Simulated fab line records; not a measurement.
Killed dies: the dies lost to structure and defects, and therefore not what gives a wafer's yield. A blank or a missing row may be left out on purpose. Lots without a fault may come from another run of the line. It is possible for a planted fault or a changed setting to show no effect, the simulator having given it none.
Matching of chambers || flow n5-finfet || N5_MOL_CONTACT_COAG_ALD_133 on ald-sin-03: 4 sister chambers
The step deposits SiO2, target thk 5 nm, pulse time 1 s, co reactant pulse time 1 s. 8 wafers are shown with their chamber, then 12 later ones without.

WAFERS, EACH WITH ITS CHAMBER
{"wafer": "L087.5", "chamber": 1, "heater-power-w (W)": 82, "precursor-pulse-height-rel": 1.017}
{"wafer": "L088.1", "chamber": 3, "heater-power-w (W)": 86, "precursor-pulse-height-rel": 0.993}
{"wafer": "L088.5", "chamber": 3, "heater-power-w (W)": 86, "precursor-pulse-height-rel": 1.005}
{"wafer": "L089.2", "chamber": 1, "heater-power-w (W)": 80, "precursor-pulse-height-rel": 0.998}
{"wafer": "L089.4", "chamber": 0, "heater-power-w (W)": 67, "precursor-pulse-height-rel": 1.032}
{"wafer": "L090.1", "chamber": 2, "heater-power-w (W)": 85, "precursor-pulse-height-rel": 1.007}
{"wafer": "L090.4", "chamber": 0, "heater-power-w (W)": 67, "precursor-pulse-height-rel": 1.009}
{"wafer": "L090.6", "chamber": 2, "heater-power-w (W)": 87, "precursor-pulse-height-rel": 1.029}

WAFERS WITHOUT THEIR CHAMBER
{"wafer": "L092.2", "heater-power-w (W)": 89, "precursor-pulse-height-rel": 0.999}
{"wafer": "L092.3", "heater-power-w (W)": 86, "precursor-pulse-height-rel": 0.987}
{"wafer": "L092.5", "heater-power-w (W)": 86, "precursor-pulse-height-rel": 0.973}
{"wafer": "L096.1", "heater-power-w (W)": 67, "precursor-pulse-height-rel": 1.000}
{"wafer": "L096.3", "heater-power-w (W)": 80, "precursor-pulse-height-rel": 1.019}
{"wafer": "L096.4", "heater-power-w (W)": 87, "precursor-pulse-height-rel": 1.002}
{"wafer": "L097.1", "heater-power-w (W)": 67, "precursor-pulse-height-rel": 1.005}
{"wafer": "L097.2", "heater-power-w (W)": 88, "precursor-pulse-height-rel": 0.991}
{"wafer": "L097.3", "heater-power-w (W)": 83, "precursor-pulse-height-rel": 1.003}
{"wafer": "L097.4", "heater-power-w (W)": 87, "precursor-pulse-height-rel": 0.988}
{"wafer": "L097.5", "heater-power-w (W)": 88, "precursor-pulse-height-rel": 0.962}
{"wafer": "L097.6", "heater-power-w (W)": 88, "precursor-pulse-height-rel": 1.033}

THE CHAMBER EACH PASSED THROUGH
{"wafer": "L092.2", "from the rows above": "can't be placed: 3 or 2", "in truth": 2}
{"wafer": "L092.3", "from the rows above": "can't be placed: 3 or 2", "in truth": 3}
{"wafer": "L092.5", "from the rows above": "can't be placed: 3 or 2", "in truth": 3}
{"wafer": "L096.1", "from the rows above": 0, "in truth": 0}
{"wafer": "L096.3", "from the rows above": 1, "in truth": 1}
{"wafer": "L096.4", "from the rows above": "can't be placed: 3 or 2", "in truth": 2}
{"wafer": "L097.1", "from the rows above": 0, "in truth": 0}
{"wafer": "L097.2", "from the rows above": "can't be placed: 3 or 2", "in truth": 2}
{"wafer": "L097.3", "from the rows above": "can't be placed: 1 or 3 or 2", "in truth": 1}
{"wafer": "L097.4", "from the rows above": "can't be placed: 3 or 2", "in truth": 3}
{"wafer": "L097.5", "from the rows above": "can't be placed: 3 or 2", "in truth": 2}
{"wafer": "L097.6", "from the rows above": "can't be placed: 2 or 3", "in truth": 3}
Correct placement for 3 of the 12. From these rows, 9 cannot be placed; in 9 the true chamber is one of the candidates. Number placed wrongly: 0.
How it was worked out, from the rows above alone: a wafer's distance from a chamber is the root of the sum, over the readings, of the square of ((its reading less the chamber's mean) divided by the reading's scatter). The wafer belongs to the nearest chamber; if the next one is less than 2 further off, it can't be placed. The mean given for a chamber averages the wafers shown for that chamber. The scatter: take each reading less its chamber's mean, square it, sum over the shown wafers, divide by the number of wafers less the number of chambers, and take the root.
